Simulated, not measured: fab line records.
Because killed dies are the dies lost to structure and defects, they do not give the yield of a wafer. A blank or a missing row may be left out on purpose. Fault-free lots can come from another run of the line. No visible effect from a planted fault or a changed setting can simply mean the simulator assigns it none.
Problem report, 8D (eight disciplines) form, completed by code :: flow n5 finfet :: the parts of the form that need people (team, actions taken, sign-off) are left out

== 1. THE PROBLEM ==
M3_ILD_THK at N5_BEOL_M3_THK_MEAS_01 reads a mean of 121.5 nm on 4 wafers of 2 lots; wafers without a fault read 78.9 nm with a standard deviation of 1.2. Relative to the usual mean, that is a shift of +36 standard deviations.
Seen first at day 9 12:20 on film metro-02, wafer L692.1. Wafers with a number at this step in the record: 27, from 9 lots. Rule for "out" (also "out of limits"): further than 4 standard deviations from the usual mean. The rest of the wafers with a number are treated as sound.

== 2. WHAT IT IS AND WHAT IT IS NOT ==
question: which readings at this step
is: M3_ILD_THK
is not: -

question: which lots
is: L692, L694
is not: L683, L684, L687, L688, L700, L703, L704

question: which wafers of those lots
is: L692.1, L694.1, L694.2, L694.5
is not: L692.3, L692.4

question: read on which gauges
is: film metro-02
is not: film metro-01

question: when
is: from day 9 12:20
is not: up to then (14 sound wafers); but 9 sound wafers of L700, L703, L704 came after

== 3. THE SUSPECTS, EACH WITH WHAT RULES IT OUT ==
Counting: any tool at a process step up to the reading remains a suspect provided it ran every lot that is out. Sound lots after the first of them don't rule it out here, since some wafers of a struck lot are sound.
- the gauge at N5_BEOL_M3_THK_MEAS_01: ruled out. All the wafers that are out were read on film metro-02, but those of them that N5_PASSIVATION_PROBE_49 has rows for are out there too, on other tools.
- pvd sputter-01 at N5_BEOL_M2_ANNEAL_89 (time 240 s): kept. It processed each lot that is out (first: L692, day 9 10:19); up to then, its last sound lot is L683 (day 7 16:58).
- rtp anneal-01 at N5_BEOL_M2_ANNEAL_51 (time 90 s): kept. It processed each lot that is out (first: L692, day 9 11:19); up to then, its last sound lot is L688 (day 8 07:08).
- cvd co-02 at N5_BEOL_M2_PRE_CLEAN_60 (time 15 s): kept. It processed each lot that is out (first: L692, day 9 11:58); up to then, its last sound lot is L687 (day 8 04:44).
- pecvd-01 at N5_BEOL_M3_ILD_DEP_00 (deposits SiOC from DEMS/O2, target thk 79 nm, time 15.3 s): kept. It processed each lot that is out (first: L692, day 9 12:16); up to then, its last sound lot is L688 (day 8 08:05).
Left after counting: pvd sputter-01 at N5_BEOL_M2_ANNEAL_89, rtp anneal-01 at N5_BEOL_M2_ANNEAL_51, cvd co-02 at N5_BEOL_M2_PRE_CLEAN_60, pecvd-01 at N5_BEOL_M3_ILD_DEP_00.

== 4. THE CAUSE (what the simulator had put in) ==
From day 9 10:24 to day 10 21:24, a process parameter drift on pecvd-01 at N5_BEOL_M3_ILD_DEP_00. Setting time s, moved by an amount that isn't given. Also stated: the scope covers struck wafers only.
After counting, 4 suspects remain, this tool included.

== 5. THE EFFECT CHAIN, in route order ==
Rows list readings where the struck wafers' mean (over those with a number) sits beyond 3 standard deviations from the usual. Readings are gone through only where the record gives a usual standard deviation; hours: the median, over the lots, of the time from a lot's start at the first step in this table giving one to that lot's start at this step; sigmas: the change measured in usual standard deviations.
hours: 0
step: N5_BEOL_M3_THK_MEAS_01
reading: M3_ILD_THK
usual: 78.9 nm
on struck wafers: 121.5
change: +42.6
sigmas: +36

hours: 141
step: N5_PASSIVATION_PROBE_49
reading: defect limited yield
usual: 90.5 %
on struck wafers: 0.0
change: -90.5
sigmas: -53

hours: 141
step: N5_PASSIVATION_PROBE_49
reading: killed_at_M0_to_M3
usual: 37
on struck wafers: 1111
change: +1074
sigmas: +90

hours: 141
step: N5_PASSIVATION_PROBE_49
reading: killed dies
usual: 112
on struck wafers: 1180
change: +1068
sigmas: +51

hours: 141
step: N5_PASSIVATION_PROBE_49
reading: killed on rim
usual: 15
on struck wafers: 152
change: +137
sigmas: +30

hours: 141
step: N5_PASSIVATION_PROBE_49
reading: sort_bin_5_function
usual: 5.6 %
on struck wafers: 96.6
change: +91.0
sigmas: +76

hours: 141
step: N5_PASSIVATION_PROBE_49
reading: sort n pass
usual: 1068
on struck wafers: 0
change: -1068
sigmas: -51

hours: 141
step: N5_PASSIVATION_PROBE_49
reading: sort yield pct
usual: 90.5 %
on struck wafers: 0.0
change: -90.5
sigmas: -50
It contains these process steps:
- N5_PASSIVATION_PROBE_49

== 6. HOW IT WOULD HAVE BEEN CAUGHT EARLIER ==
The first out-of-limits reading at a measuring or inspecting step in this record came at day 9 12:20, 2 hours after the fault's start at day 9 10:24.
Tool readings at N5_BEOL_M3_ILD_DEP_00 with a usual standard deviation given in the record: none out on any struck wafer, hence no alarm at a limit of 4 standard deviations on them.
Lots out: 2; of these, L694 started N5_BEOL_M3_ILD_DEP_00 on pecvd-01 after day 9 12:20. A tool hold placed at that time would have kept it from harm.
